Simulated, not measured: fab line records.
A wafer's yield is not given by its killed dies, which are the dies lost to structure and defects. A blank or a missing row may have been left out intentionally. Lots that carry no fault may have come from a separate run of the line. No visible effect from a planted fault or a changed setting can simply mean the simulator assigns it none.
fab line records	flow n5Finfet
record: lots: 24	wafers: 72	lastDay: 17
route steps=1938 shown BEOL_M9@1434 BEOL_M10@1471
lots untouched by any fault: they come from a run of this same line in which no faults occurred
startH: hours from the record's opening day to when the first of the lot's shown wafers began	waitH: hours from the lot's prior step to this one	" repeats the value in the row above	L1.1+2: several wafers, shown together as one row	- value missing, or start not given	* or withheld: withheld	< > ~ a bound
route shown NAME@n: a module of which the file shows steps, and the number in the route of the first	usual: average and standard deviation across the fault-free wafers	same: alike in all rows	chamber/n: place in a boat	sites: readings site by site	_std_site: standard deviation of those values	_edge_site: inner sites' mean taken away from outer sites' mean	radiusMm: for every site, how far away it sits from the centre of the wafer	mask NAME#n: copy n	behind: the tool/chamber that last shaped the wafer	hold: reason for holding the lot/hours on hold/outcome of the hold	device: whichever transistor did not switch (one of n, p or np)	end of line: the route-end tests of the same wafers	for a step that has no rows: nothing shown but its recipe	killed: not the wafer's yield, but the dies lost to structure and defects at the first sort	map: the dies of a wafer, with x for killed, . for not killed, _ for no die there
set.NAME: setting as actually run; set.NAME@STEP: the setting as run at that earlier step	model.NAME: the simulator's own value behind a step, which no gauge read
a sample of lots followed through the steps of the route, with each step as a table and each wafer as a row
services: when a tool's chamber went out of use (startH, in hours from the record's first day, below 0 if earlier), for how many hours, and the reason
== steps ==
step: N5_BEOL_M9_CD_MEAS_28
recipe: targetCdNm: 70	landingEnergyEv: 500	detector: seInlens	polarity: opening
usual: cdNm: 70.13/0.26
lot.wafer	tool	chamber	startH	waitH	cdNm
L074.2	cdSem-02	0	195.95	-	70.10
L074.3	"	0	"	"	69.81
L074.4	"	0	"	"	70.25
L075.3	cdSem-02	0	203.28	-	70.14
L075.5	"	0	"	"	70.06
L075.6	"	0	"	"	69.82
L076.2	cdSem-03	0	203.45	-	70.04
L076.5	"	0	"	"	69.89
L076.6	"	0	"	"	70.10
L077.2	cdSem-02	0	220.92	-	70.01
L077.5	"	0	"	"	69.61
L077.6	"	0	"	"	70.13
L080.1	cdSem-01	0	229.74	-	70.38
L080.4	"	0	"	"	70.33
L080.5	"	0	"	"	70.19
L079.3	cdSem-03	0	229.78	-	70.17
L079.5	"	0	"	"	70.33
L079.6	"	0	"	"	70.34
L078.1	cdSem-01	0	229.82	-	70.40
L078.3	"	0	"	"	70.11
L078.6	"	0	"	"	70.80
L081.2	cdSem-01	0	243.81	-	70.08
L081.4	"	0	"	"	70.13
L081.6	"	0	"	"	69.95
L083.4	cdSem-02	0	248.44	-	69.84
L083.5	"	0	"	"	70.25
L083.6	"	0	"	"	69.55
L082.1	cdSem-02	0	251.18	-	70.32
L082.2	"	0	"	"	69.93
L082.4	"	0	"	"	70.26
L084.3	cdSem-03	0	252.04	-	70.00
L084.4	"	0	"	"	69.90
L084.5	"	0	"	"	69.89
L085.2	cdSem-03	0	264.81	-	70.26
L085.3	"	0	"	"	70.45
L085.6	"	0	"	"	70.25
L086.1	cdSem-03	0	271.37	-	70.32
L086.2	"	0	"	"	70.30
L086.4	"	0	"	"	70.33
L087.2	cdSem-01	0	275.72	-	70.08
L087.3	"	0	"	"	70.00
L087.6	"	0	"	"	70.68
L088.1	cdSem-02	0	284.03	-	70.32
L088.2	"	0	"	"	69.75
L088.4	"	0	"	"	70.30
L090.1	cdSem-03	0	284.35	-	69.76
L090.4	"	0	"	"	69.95
L090.6	"	0	"	"	69.90
L091.1	cdSem-02	0	293.14	-	70.00
L091.3	"	0	"	"	69.82
L091.4	"	0	"	"	70.18
L089.1	cdSem-03	0	293.42	-	69.96
L089.4	"	0	"	"	70.10
L089.6	"	0	"	"	70.09
L092.2	cdSem-02	0	299.72	-	69.95
L092.4	"	0	"	"	69.46
L092.6	"	0	"	"	69.72
L093.1	cdSem-01	0	305.02	-	69.89
L093.5	"	0	"	"	70.07
L093.6	"	0	"	"	70.31
L094.2	cdSem-01	0	308.19	-	70.57
L094.3	"	0	"	"	70.26
L094.5	"	0	"	"	70.22
L095.1	cdSem-03	0	313.79	-	70.63
L095.2	"	0	"	"	70.09
L095.4	"	0	"	"	70.20
L096.2	cdSem-03	0	333.59	-	70.13
L096.3	"	0	"	"	70.14
L096.4	"	0	"	"	70.27
L097.2	cdSem-01	0	343.18	-	69.81
L097.3	"	0	"	"	70.06
L097.6	"	0	"	"	70.27
step: N5_BEOL_M9_DEP_56
recipe: material: SiCN	targetThkA: 150	tempC: withheld	precursor: 3MS/NH3	pressureTorr: 3	rfW: 202	timeS: 26.5
usual: showerheadPlenumPTorr: 3.657/0.011	throttleValvePct: 9.3/0.72
lot.wafer	tool	chamber	startH	waitH	showerheadPlenumPTorr	throttleValvePct
L074.2	pecvd-03	1	201.15	0.0	3.654	9.4
L074.3	"	2	"	"	3.654	8.9
L074.4	"	0	"	"	3.648	9.2
L075.3	pecvd-04	0	208.36	0.0	3.644	9.3
L075.5	"	0	"	"	3.637	9.1
L075.6	"	2	"	"	3.659	7.9
L076.2	pecvd-01	1	208.71	0.0	3.654	9.8
L076.5	"	2	"	"	3.673	8.5
L076.6	"	1	"	"	3.654	10.2
L077.2	pecvd-01	0	223.85	0.0	3.663	8.9
L077.5	"	0	"	"	3.662	9.1
L077.6	"	2	"	"	3.666	8.3
L080.1	pecvd-03	0	233.05	0.0	3.660	9.4
L080.4	"	2	"	"	3.666	8.8
L080.5	"	1	"	"	3.649	9.2
L079.3	pecvd-03	2	233.32	0.0	3.646	9.0
L079.5	"	1	"	"	3.656	9.5
L079.6	"	2	"	"	3.649	9.0
L078.1	pecvd-04	0	233.44	0.0	3.626	9.5
L078.3	"	1	"	"	3.661	10.7
L078.6	"	2	"	"	3.658	8.1
L081.2	pecvd-04	2	246.54	0.0	3.658	8.1
L081.4	"	2	"	"	3.659	8.3
L081.6	"	1	"	"	3.678	10.4
L083.4	pecvd-03	0	252.34	0.0	3.667	9.5
L083.5	"	2	"	"	3.648	8.6
L083.6	"	1	"	"	3.656	9.3
L082.1	pecvd-03	0	254.40	0.0	3.653	9.2
L082.2	"	2	"	"	3.650	8.9
L082.4	"	1	"	"	3.648	9.6
L084.3	pecvd-01	1	256.57	0.0	3.662	9.9
L084.4	"	0	"	"	3.668	9.3
L084.5	"	1	"	"	3.662	10.5
L085.2	pecvd-04	1	268.41	0.0	3.672	10.2
L085.3	"	2	"	"	3.661	8.1
L085.6	"	1	"	"	3.659	10.3
L086.1	pecvd-04	0	274.67	0.0	3.642	9.3
L086.2	"	1	"	"	3.656	10.5
L086.4	"	2	"	"	3.644	8.2
L087.2	pecvd-01	0	278.38	0.0	3.668	9.1
L087.3	"	2	"	"	3.671	8.3
L087.6	"	0	"	"	3.664	9.3
L088.1	pecvd-01	0	288.51	0.0	3.656	9.1
L088.2	"	2	"	"	3.672	8.3
L088.4	"	1	"	"	3.657	9.9
L090.1	pecvd-03	2	288.77	0.0	3.662	8.7
L090.4	"	1	"	"	3.663	9.4
L090.6	"	2	"	"	3.658	8.8
L091.1	pecvd-01	0	296.32	0.0	3.656	9.1
L091.3	"	2	"	"	3.666	8.5
L091.4	"	2	"	"	3.664	8.3
L089.1	pecvd-04	2	296.79	0.0	3.650	8.5
L089.4	"	1	"	"	3.668	10.4
L089.6	"	0	"	"	3.636	9.3
L092.2	pecvd-01	2	302.92	0.0	3.666	8.7
L092.4	"	2	"	"	3.665	8.2
L092.6	"	0	"	"	3.663	9.2
L093.1	pecvd-04	1	308.28	0.0	3.667	10.8
L093.5	"	0	"	"	3.636	9.3
L093.6	"	1	"	"	3.669	10.8
L094.2	pecvd-04	2	311.10	0.0	3.661	8.5
L094.3	"	0	"	"	3.632	9.2
L094.5	"	2	"	"	3.656	8.4
L095.1	pecvd-01	2	317.12	0.0	3.660	8.4
L095.2	"	1	"	"	3.655	10.1
L095.4	"	1	"	"	3.651	10.0
L096.2	pecvd-03	2	336.62	0.0	3.662	8.9
L096.3	"	1	"	"	3.661	9.4
L096.4	"	0	"	"	3.659	9.4
L097.2	pecvd-04	1	346.74	0.0	3.667	10.5
L097.3	"	2	"	"	3.661	8.4
L097.6	"	0	"	"	3.643	9.2
step: N5_BEOL_M9_RS_MEAS_57
recipe: thkMeasGauge: four-point-probe	reads: Cu_of_BEOL_M9_ECD_50+Co_of_BEOL_M9_CVD_78+TaN_of_BEOL_M9_ALD_74
usual: M9_RS: 0.153/0.0033
lot.wafer	tool	chamber	startH	waitH	M9_RS[ohm/sq]
L074.2	filmMetro-02	-	201.23	0.1	0.154
L074.3	"	-	"	"	0.152
L074.4	"	-	"	"	0.154
L075.3	filmMetro-02	-	208.43	0.1	0.151
L075.5	"	-	"	"	0.152
L075.6	"	-	"	"	0.156
L076.2	filmMetro-02	-	208.81	0.1	0.149
L076.5	"	-	"	"	0.147
L076.6	"	-	"	"	0.149
L077.2	filmMetro-01	-	223.93	0.1	0.158
L077.5	"	-	"	"	0.160
L077.6	"	-	"	"	0.154
L080.1	filmMetro-02	-	233.14	0.1	0.152
L080.4	"	-	"	"	0.155
L080.5	"	-	"	"	0.152
L079.3	filmMetro-01	-	233.39	0.1	0.156
L079.5	"	-	"	"	0.152
L079.6	"	-	"	"	0.153
L078.1	filmMetro-01	-	233.51	0.1	0.156
L078.3	"	-	"	"	0.153
L078.6	"	-	"	"	0.150
L081.2	filmMetro-02	-	246.61	0.1	0.156
L081.4	"	-	"	"	0.150
L081.6	"	-	"	"	0.156
L083.4	filmMetro-01	-	252.39	0.0	0.145
L083.5	"	-	"	"	0.152
L083.6	"	-	"	"	0.150
L082.1	filmMetro-01	-	254.47	0.1	0.149
L082.2	"	-	"	"	0.152
L082.4	"	-	"	"	0.158
L084.3	filmMetro-02	-	256.65	0.1	0.150
L084.4	"	-	"	"	0.155
L084.5	"	-	"	"	0.158
L085.2	filmMetro-02	-	268.48	0.1	0.159
L085.3	"	-	"	"	0.152
L085.6	"	-	"	"	0.159
L086.1	filmMetro-01	-	274.75	0.1	0.155
L086.2	"	-	"	"	0.148
L086.4	"	-	"	"	0.147
L087.2	filmMetro-01	-	278.45	0.1	0.155
L087.3	"	-	"	"	0.148
L087.6	"	-	"	"	0.145
L088.1	filmMetro-01	-	288.58	0.1	0.154
L088.2	"	-	"	"	0.154
L088.4	"	-	"	"	0.152
L090.1	filmMetro-01	-	288.84	0.1	0.152
L090.4	"	-	"	"	0.160
L090.6	"	-	"	"	0.150
L091.1	filmMetro-02	-	296.39	0.1	0.149
L091.3	"	-	"	"	0.151
L091.4	"	-	"	"	0.157
L089.1	filmMetro-01	-	296.86	0.1	0.154
L089.4	"	-	"	"	0.152
L089.6	"	-	"	"	0.151
L092.2	filmMetro-01	-	303.00	0.1	0.148
L092.4	"	-	"	"	0.156
L092.6	"	-	"	"	0.156
L093.1	filmMetro-02	-	308.35	0.1	0.156
L093.5	"	-	"	"	0.149
L093.6	"	-	"	"	0.158
L094.2	filmMetro-01	-	311.18	0.1	0.156
L094.3	"	-	"	"	0.150
L094.5	"	-	"	"	0.154
L095.1	filmMetro-02	-	317.19	0.1	0.155
L095.2	"	-	"	"	0.150
L095.4	"	-	"	"	0.148
L096.2	filmMetro-01	-	336.69	0.1	0.154
L096.3	"	-	"	"	0.153
L096.4	"	-	"	"	0.153
L097.2	filmMetro-01	-	346.82	0.1	0.145
L097.3	"	-	"	"	0.156
L097.6	"	-	"	"	0.148
step: N5_BEOL_M9_INSPECT_58
recipe: inspectInstrument: darkfield	mode: postDep
usual: rawDefectCount: 70/20
lot.wafer	tool	chamber	startH	waitH	rawDefectCount
L074.2	defectInspect-02	-	201.25	0.0	102
L074.3	"	-	"	"	69
L074.4	"	-	"	"	111
L075.3	defectInspect-02	-	208.46	0.0	77
L075.5	"	-	"	"	65
L075.6	"	-	"	"	91
L076.2	defectInspect-01	-	208.83	0.0	53
L076.5	"	-	"	"	68
L076.6	"	-	"	"	64
L077.2	defectInspect-01	-	223.95	0.0	59
L077.5	"	-	"	"	42
L077.6	"	-	"	"	53
L080.1	defectInspect-01	-	233.16	0.0	61
L080.4	"	-	"	"	79
L080.5	"	-	"	"	68
L079.3	defectInspect-02	-	233.42	0.0	86
L079.5	"	-	"	"	68
L079.6	"	-	"	"	110
L078.1	defectInspect-01	-	233.54	0.0	69
L078.3	"	-	"	"	57
L078.6	"	-	"	"	69
L081.2	defectInspect-01	-	246.64	0.0	129
L081.4	"	-	"	"	77
L081.6	"	-	"	"	96
L083.4	defectInspect-01	-	252.42	0.0	57
L083.5	"	-	"	"	33
L083.6	"	-	"	"	65
L082.1	defectInspect-02	-	254.50	0.0	68
L082.2	"	-	"	"	47
L082.4	"	-	"	"	62
L084.3	defectInspect-01	-	256.67	0.0	52
L084.4	"	-	"	"	82
L084.5	"	-	"	"	72
L085.2	defectInspect-02	-	268.51	0.0	60
L085.3	"	-	"	"	52
L085.6	"	-	"	"	52
L086.1	defectInspect-01	-	274.77	0.0	78
L086.2	"	-	"	"	102
L086.4	"	-	"	"	67
L087.2	defectInspect-02	-	278.48	0.0	78
L087.3	"	-	"	"	34
L087.6	"	-	"	"	68
L088.1	defectInspect-01	-	288.61	0.0	41
L088.2	"	-	"	"	45
L088.4	"	-	"	"	51
L090.1	defectInspect-01	-	288.87	0.0	39
L090.4	"	-	"	"	52
L090.6	"	-	"	"	71
L091.1	defectInspect-01	-	296.42	0.0	84
L091.3	"	-	"	"	105
L091.4	"	-	"	"	55
L089.1	defectInspect-01	-	296.89	0.0	61
L089.4	"	-	"	"	50
L089.6	"	-	"	"	40
L092.2	defectInspect-01	-	303.02	0.0	100
L092.4	"	-	"	"	66
L092.6	"	-	"	"	63
L093.1	defectInspect-01	-	308.38	0.0	40
L093.5	"	-	"	"	66
L093.6	"	-	"	"	33
L094.2	defectInspect-02	-	311.20	0.0	98
L094.3	"	-	"	"	56
L094.5	"	-	"	"	95
L095.1	defectInspect-02	-	317.22	0.0	93
L095.2	"	-	"	"	91
L095.4	"	-	"	"	98
L096.2	defectInspect-02	-	336.72	0.0	64
L096.3	"	-	"	"	117
L096.4	"	-	"	"	68
L097.2	defectInspect-02	-	346.84	0.0	111
L097.3	"	-	"	"	68
L097.6	"	-	"	"	82
step: N5_BEOL_M10_CURE_71
recipe: tempC: 385	timeS: 240	ambient: He/Ar	material: SiCOH_lowk
usual: lampPowerPct: 52.32/0.053	wafer_temp_C_max: 386.8/0.88
lot.wafer	tool	chamber	startH	waitH	lampPowerPct	wafer_temp_C_max
L074.2	uvCure-03	2	201.53	0.2	52.30	388.2
L074.3	"	2	"	"	52.36	387.5
L074.4	"	2	"	"	52.39	387.8
L075.3	uvCure-03	1	208.92	0.4	52.28	387.9
L075.5	"	1	"	"	52.27	388.7
L075.6	"	1	"	"	52.36	387.6
L076.2	uvCure-01	2	209.03	0.1	52.35	387.2
L076.5	"	2	"	"	52.36	387.4
L076.6	"	2	"	"	52.32	387.7
L077.2	uvCure-02	2	224.15	0.1	52.34	386.8
L077.5	"	2	"	"	52.31	387.2
L077.6	"	2	"	"	52.35	387.5
L080.1	uvCure-01	1	233.28	0.0	52.26	386.3
L080.4	"	1	"	"	52.36	386.4
L080.5	"	1	"	"	52.31	386.2
L078.1	uvCure-03	0	233.85	0.2	52.28	386.1
L078.3	"	0	"	"	52.31	386.2
L078.6	"	0	"	"	52.42	386.2
L079.3	uvCure-01	0	233.92	0.4	52.35	386.2
L079.5	"	0	"	"	52.34	385.8
L079.6	"	0	"	"	52.28	386.1
L081.2	uvCure-02	1	246.91	0.2	52.25	386.2
L081.4	"	1	"	"	52.17	386.7
L081.6	"	1	"	"	52.27	386.1
L083.4	uvCure-02	2	253.01	0.5	52.37	386.8
L083.5	"	2	"	"	52.30	386.8
L083.6	"	2	"	"	52.37	386.3
L082.1	uvCure-01	0	254.61	0.0	52.37	385.6
L082.2	"	0	"	"	52.24	385.9
L082.4	"	0	"	"	52.30	385.6
L084.3	uvCure-03	1	256.95	0.2	52.27	388.5
L084.4	"	1	"	"	52.27	388.6
L084.5	"	1	"	"	52.28	387.5
L085.2	uvCure-01	2	268.73	0.2	52.33	387.8
L085.3	"	2	"	"	52.29	388.8
L085.6	"	2	"	"	52.32	387.5
L086.1	uvCure-01	0	274.89	0.0	52.32	385.7
L086.2	"	0	"	"	52.18	386.2
L086.4	"	0	"	"	52.34	386.7
L087.2	uvCure-03	2	278.67	0.1	52.44	388.5
L087.3	"	2	"	"	52.32	388.0
L087.6	"	2	"	"	52.30	388.4
L088.1	uvCure-01	0	288.72	0.0	52.29	386.1
L088.2	"	0	"	"	52.36	385.9
L088.4	"	0	"	"	52.29	386.1
L090.1	uvCure-01	1	289.20	0.3	52.36	386.0
L090.4	"	1	"	"	52.36	386.1
L090.6	"	1	"	"	52.32	386.2
L091.1	uvCure-02	1	296.64	0.2	52.23	385.7
L091.3	"	1	"	"	52.36	385.9
L091.4	"	1	"	"	52.32	385.9
L089.1	uvCure-02	0	297.12	0.2	52.36	386.9
L089.4	"	0	"	"	52.28	386.8
L089.6	"	0	"	"	52.21	386.5
L092.2	uvCure-02	0	303.25	0.2	52.35	387.0
L092.4	"	0	"	"	52.38	386.6
L092.6	"	0	"	"	52.37	386.8
L093.1	uvCure-02	2	308.49	0.0	52.27	386.6
L093.5	"	2	"	"	52.38	386.8
L093.6	"	2	"	"	52.40	386.5
L094.2	uvCure-02	0	311.58	0.3	52.29	386.8
L094.3	"	0	"	"	52.30	386.3
L094.5	"	0	"	"	52.33	387.3
L095.1	uvCure-01	0	317.33	0.0	52.29	386.2
L095.2	"	0	"	"	52.35	386.1
L095.4	"	0	"	"	52.39	386.1
L096.2	uvCure-03	1	336.91	0.1	52.31	387.2
L096.3	"	1	"	"	52.34	388.2
L096.4	"	1	"	"	52.38	387.0
L097.2	uvCure-02	0	347.04	0.1	52.39	386.1
L097.3	"	0	"	"	52.24	386.7
L097.6	"	0	"	"	52.37	387.3
step: N5_BEOL_M10_ETCH_61
recipe: chemistry: CF4	target: SiARC	targetDepthA: 390	maskMaterial: CAR-ArF	timeS: 65	ionEnergyEv: 80	pressureMtorr: 40	sourceW: 545	biasW: 36	Ar_flow_sccm: 100	cf4FlowSccm: 100	ends: cleared
usual: drypumpMotorCurrentA: 5.6/0.38	etchRfOnTimeS: 64.3/1.6	oesProductAu: 0.68/0.082	rfVppV: 184.1/1	showerheadPlenumPTorr: 2.15/0.061	throttleValvePct: 15.73/0.21
lot.wafer	tool	chamber	startH	waitH	drypumpMotorCurrentA	etchRfOnTimeS	oesProductAu	rfHoursCounterH	rfVppV	showerheadPlenumPTorr	throttleValvePct
L074.2	rieDiel-02	2	204.68	0.0	5.0	65.6	0.61	209	183.9	2.14	15.83
L074.3	"	0	"	"	5.3	64.2	0.74	54	184.1	2.18	15.78
L074.4	"	1	"	"	5.5	64.0	0.61	210	184.3	2.21	15.97
L076.2	rieDiel-04	2	211.86	0.0	6.4	66.0	0.61	195	182.6	2.04	15.63
L076.5	"	1	"	"	5.4	62.4	0.75	-	185.4	2.16	15.59
L076.6	"	2	"	"	6.4	66.7	0.61	-	182.4	2.04	15.64
L075.3	rieDiel-04	3	212.17	0.0	5.7	65.1	0.61	209	184.1	2.14	16.02
L075.5	"	3	"	"	5.7	65.0	0.61	-	184.0	2.14	16.01
L075.6	"	1	"	"	5.4	61.6	0.76	-	185.2	2.16	15.59
L077.2	rieDiel-02	3	226.72	0.0	5.7	63.3	0.72	73	185.5	2.24	15.48
L077.5	"	3	"	"	5.7	63.9	0.70	-	184.1	2.24	15.47
L077.6	"	0	"	"	5.3	65.3	0.72	-	182.4	2.18	15.82
L080.1	rieDiel-02	3	234.96	0.0	5.8	63.1	0.71	76	185.7	2.24	15.47
L080.4	"	1	"	"	5.6	63.4	0.61	220	184.9	2.21	15.97
L080.5	"	2	"	"	5.0	65.7	0.60	-	185.2	2.14	15.84
L079.3	rieDiel-02	2	236.59	0.0	5.0	65.4	0.60	221	184.4	2.14	15.83
L079.5	"	1	"	"	5.6	63.6	0.60	-	184.3	2.21	15.98
L079.6	"	0	"	"	5.3	64.8	0.72	-	185.9	2.18	15.81
L078.1	rieDiel-02	3	236.84	0.0	5.7	64.0	0.71	77	184.9	2.24	15.47
L078.3	"	2	"	"	5.0	67.1	0.59	221	183.3	2.14	15.84
L078.6	"	0	"	"	5.3	65.6	0.71	-	184.5	2.18	15.81
L081.2	rieDiel-06	0	250.15	0.0	6.0	61.0	0.83	12	185.0	2.16	15.26
L081.4	"	2	"	"	5.3	63.6	0.61	-	183.4	2.03	15.92
L081.6	"	3	"	"	5.9	65.6	0.80	-	183.3	2.10	15.74
L083.4	rieDiel-04	3	257.98	0.0	5.6	66.4	0.59	229	183.8	2.13	16.04
L083.5	"	0	"	"	6.1	65.9	0.64	-	182.9	2.07	15.67
L083.6	"	3	"	"	5.7	67.1	0.59	-	183.6	2.13	16.05
L082.1	rieDiel-06	3	258.39	0.0	5.9	66.5	0.79	11	182.4	2.10	15.75
L082.2	"	2	"	"	5.3	64.2	0.60	245	183.5	2.03	15.94
L082.4	"	0	"	"	6.0	61.9	0.83	16	183.9	2.16	15.28
L084.3	rieDiel-02	1	258.63	0.0	5.5	63.7	0.60	229	183.8	2.21	16.00
L084.4	"	3	"	"	5.8	63.8	0.69	85	184.9	2.23	15.50
L084.5	"	1	"	"	5.6	64.0	0.60	-	184.3	2.21	16.00
L085.2	rieDiel-02	3	271.16	0.0	5.7	63.1	0.70	89	184.6	2.23	15.50
L085.3	"	1	"	"	5.6	63.0	0.60	233	183.8	2.21	16.03
L085.6	"	0	"	"	5.3	64.5	0.71	-	185.2	2.18	15.85
L086.1	rieDiel-06	3	276.29	0.0	5.9	65.5	0.77	17	182.9	2.09	15.76
L086.2	"	0	"	"	5.9	60.1	0.83	22	184.8	2.16	15.31
L086.4	"	3	"	"	5.9	65.6	0.78	-	181.9	2.09	15.77
L087.2	rieDiel-06	3	280.22	0.0	5.9	65.9	0.77	18	184.4	2.09	15.75
L087.3	"	1	"	"	6.1	62.9	0.80	9	184.5	2.20	15.54
L087.6	"	0	"	"	5.9	61.4	0.81	-	185.7	2.16	15.30
L088.1	rieDiel-02	0	290.79	0.0	5.3	65.2	0.70	87	183.3	2.17	15.85
L088.2	"	1	"	"	5.5	64.6	0.59	243	184.9	2.20	16.03
L088.4	"	3	"	"	5.8	63.9	0.69	98	184.2	2.23	15.51
L090.1	rieDiel-04	2	291.32	0.0	6.4	67.2	0.58	224	182.9	2.03	15.70
L090.4	"	3	"	"	5.7	66.9	0.59	241	184.8	2.13	16.08
L090.6	"	1	"	"	5.4	62.9	0.71	-	184.0	2.15	15.65
L091.1	rieDiel-02	2	298.53	0.0	5.0	66.3	0.58	239	183.7	2.13	15.88
L091.3	"	3	"	"	5.7	63.3	0.68	101	184.5	2.23	15.52
L091.4	"	1	"	"	5.5	64.3	0.58	245	184.8	2.20	16.03
L089.1	rieDiel-04	0	298.78	0.0	6.1	65.6	0.63	150	181.3	2.07	15.70
L089.4	"	3	"	"	5.7	65.7	0.58	243	182.9	2.13	16.06
L089.6	"	3	"	"	5.6	65.8	0.59	-	183.8	2.13	16.07
L092.2	rieDiel-02	3	306.27	0.0	5.8	63.2	0.69	104	186.2	2.23	15.53
L092.4	"	0	"	"	5.3	64.6	0.69	93	183.5	2.17	15.87
L092.6	"	0	"	"	5.3	64.8	0.69	-	183.3	2.17	15.88
L093.1	rieDiel-02	0	309.88	0.0	5.3	64.7	0.69	94	185.9	2.17	15.87
L093.5	"	2	"	"	5.0	65.7	0.59	-	183.2	2.13	15.88
L093.6	"	3	"	"	5.8	62.9	0.69	-	185.4	2.23	15.56
L094.2	rieDiel-04	3	313.22	0.0	5.6	65.8	0.59	248	183.8	2.13	16.08
L094.3	"	0	"	"	6.1	65.7	0.63	155	183.6	2.06	15.73
L094.5	"	1	"	"	5.4	62.1	0.72	-	184.2	2.14	15.68
L095.1	rieDiel-06	3	321.24	0.0	5.9	65.8	0.74	33	185.9	2.09	15.80
L095.2	"	0	"	"	5.9	60.3	0.79	39	183.6	2.16	15.33
L095.4	"	2	"	"	5.3	62.0	0.82	11	185.0	2.28	15.46
L096.2	rieDiel-02	0	339.01	0.0	5.3	64.1	0.69	108	185.4	2.17	15.89
L096.3	"	3	"	"	5.7	63.8	0.67	119	184.8	2.22	15.55
L096.4	"	1	"	"	5.5	62.7	0.82	-	183.5	2.20	15.55
L097.2	rieDiel-04	2	350.04	0.0	6.4	66.0	0.58	247	183.4	2.02	15.74
L097.3	"	3	"	"	5.7	64.2	0.83	4	184.0	2.12	15.60
L097.6	"	2	"	"	6.3	65.9	0.58	-	182.1	2.02	15.73
== services ==
tool	chamber	startH	hours	kind
pecvd-01	-	191.75	2.8	pm
rieDiel-02	-	192.75	0.2	repair
pecvd-03	1	206.10	6.1	repair
uvCure-01	-	206.49	1.1	repair
rieDiel-04	0	208.52	8.1	repair
uvCure-01	-	210.54	8.8	repair
uvCure-01	-	219.35	2.1	pm
uvCure-01	-	221.48	1.0	pm
rieDiel-06	-	224.00	4.3	pm
pecvd-04	-	238.23	0.5	repair
pecvd-04	0	251.52	12.3	repair
rieDiel-02	2	266.21	11.0	repair
pecvd-03	-	271.33	1.2	repair
rieDiel-04	-	279.19	1.3	repair
rieDiel-04	2	280.55	4.1	repair
pecvd-01	-	306.51	1.0	repair
rieDiel-02	1	308.79	-	clean
rieDiel-02	1	308.79	-	consumableReplace:focusRing
rieDiel-02	1	308.79	16.9	scheduledDown
rieDiel-02	1	308.79	16.9	ventCycle
rieDiel-06	-	319.94	0.8	repair
pecvd-04	-	323.14	1.8	repair
rieDiel-02	2	325.73	-	clean
uvCure-03	-	345.32	4.7	repair
== key ==
fault none
